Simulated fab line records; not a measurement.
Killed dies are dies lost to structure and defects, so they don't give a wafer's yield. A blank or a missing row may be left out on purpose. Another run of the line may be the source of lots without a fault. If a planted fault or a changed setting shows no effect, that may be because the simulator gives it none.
Split-lot experiment + flow n5-finfet + 21 wafers read from 7 lots, route of 1938 steps

== ON THE SPLIT ==
At N5_BEOL_M0_SAQP_ETCH_106 (etches SOC in N2/H2, stops on SiNx, target depth 150 nm), the setting target-depth-a was moved away from the recipe's 1500 angstrom on 11 of the 21 wafers read, by -9.3% to +11.4%. All remaining wafers had this setting at the recipe value.

No step appears in the file between the split and the reading.

== THE READING ==
SOC_of_BEOL_M0_SAQP_COAT_105.thk-nm (the simulator's own value, which no gauge read), in nm, at N5_BEOL_M0_SAQP_ETCH_107 (etches SiNx in CH3F/O2, target depth 30 nm). There is no usual value for it anywhere in the file. Here, 10 wafers ran the recipe; their average is 13.1 nm with a standard deviation of 0.86 nm.

| wafer  | tool, chamber at the split | target-depth-a as run, angstrom | against the recipe | SOC_of_BEOL_M0_SAQP_COAT_105.thk-nm, nm | against lot-mates on the recipe |
|--------|----------------------------|---------------------------------|--------------------|-----------------------------------------|---------------------------------|
| L075.2 | rie-diel-04, 0             | 1430                            | -4.7%              | 17.2                                    | +3.0                            |
| L075.4 | rie-diel-04, 2             | 1430                            | -4.7%              | 17.6                                    | +3.4                            |
| L075.5 | rie-diel-04, 1             | 1500                            | recipe             | 14.2                                    | -                               |
| L081.4 | rie-diel-04, 2             | 1597                            | +6.5%              | 7.6                                     | -6.0                            |
| L081.5 | rie-diel-04, 0             | 1500                            | recipe             | 14.2                                    | -                               |
| L081.6 | rie-diel-04, 3             | 1500                            | recipe             | 13                                      | -                               |
| L082.2 | rie-diel-03, 3             | 1387                            | -7.5%              | 18.4                                    | +5.8                            |
| L082.3 | rie-diel-03, 2             | 1500                            | recipe             | 12.6                                    | -                               |
| L082.6 | rie-diel-03, 3             | 1387                            | -7.5%              | 17.8                                    | +5.2                            |
| L085.1 | rie-diel-01, 1             | 1363                            | -9.1%              | 17.8                                    | +6.6                            |
| L085.2 | rie-diel-01, 3             | 1363                            | -9.1%              | 19.4                                    | +8.2                            |
| L085.5 | rie-diel-01, 1             | 1500                            | recipe             | 11.2                                    | -                               |
| L088.2 | rie-diel-01, 0             | 1500                            | recipe             | 12.8                                    | -                               |
| L088.5 | rie-diel-01, 2             | 1671                            | +11.4%             | 1.8                                     | -11.0                           |
| L088.6 | rie-diel-01, 3             | 1671                            | +11.4%             | 4.8                                     | -8.0                            |
| L093.2 | rie-diel-03, 1             | 1500                            | recipe             | 12.6                                    | -                               |
| L093.4 | rie-diel-03, 2             | 1500                            | recipe             | 13                                      | -                               |
| L093.6 | rie-diel-03, 0             | 1500                            | recipe             | 13                                      | -                               |
| L095.1 | rie-diel-04, 3,2           | 1360                            | -9.3%              | 21.2                                    | +7.2                            |
| L095.3 | rie-diel-04, 3,2           | 1360                            | -9.3%              | 21.4                                    | +7.4                            |
| L095.4 | rie-diel-04, 3             | 1500                            | recipe             | 14                                      | -                               |
Where a row lists several chambers, the file gives one row for several wafers and doesn't say which wafer went through which chamber.

THE FIT
A straight line over all 21 wafers: SOC_of_BEOL_M0_SAQP_COAT_105.thk-nm changes by -0.795 nm for each +1% of target-depth-a; r = -0.98; the points scatter about the line by 1.1 nm.
The same after taking each lot's own level away (the mean of its wafers on the recipe; 21 wafers): -0.807 nm for each +1%; r = -0.99; scatter 0.66 nm.
On that fit, the largest move of target-depth-a shifts the reading by 9.2 nm.
Across the lots, their own levels run from 11.20 to 14.20 nm, a range of 3.5 times the standard deviation given above.
Hence the lot-to-lot level has little effect on the slope; both slopes agree.
Check: for one of the wafers moved furthest among these (+11.4%), held out of the fit, the line's prediction against its lot-mates is -8.81 nm. Against them it came out at -11 nm.

== THE WHOLE CHAIN: every reading that the file lists as answering this split, in the file's order ==
| step                     | what it does                                            | reading                                                                              | change (the file's fit)               | r (the file's) |
|--------------------------|---------------------------------------------------------|--------------------------------------------------------------------------------------|---------------------------------------|----------------|
| N5_BEOL_M0_SAQP_ETCH_106 | etches SOC in N2/H2, stops on SiNx, target depth 150 nm | SOC_of_BEOL_M0_SAQP_COAT_105.thk-nm (the simulator's own value, which no gauge read) | -0.802 nm for each +1% of the setting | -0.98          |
| N5_BEOL_M0_SAQP_ETCH_107 | etches SiNx in CH3F/O2, target depth 30 nm              | SOC_of_BEOL_M0_SAQP_COAT_105.thk-nm (the simulator's own value, which no gauge read) | -0.806 nm for each +1% of the setting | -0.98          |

== THE FILE'S OWN FIT ==
SOC_of_BEOL_M0_SAQP_COAT_105.thk-nm changes by -0.806 nm for each +1% of target-depth-a, r = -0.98.
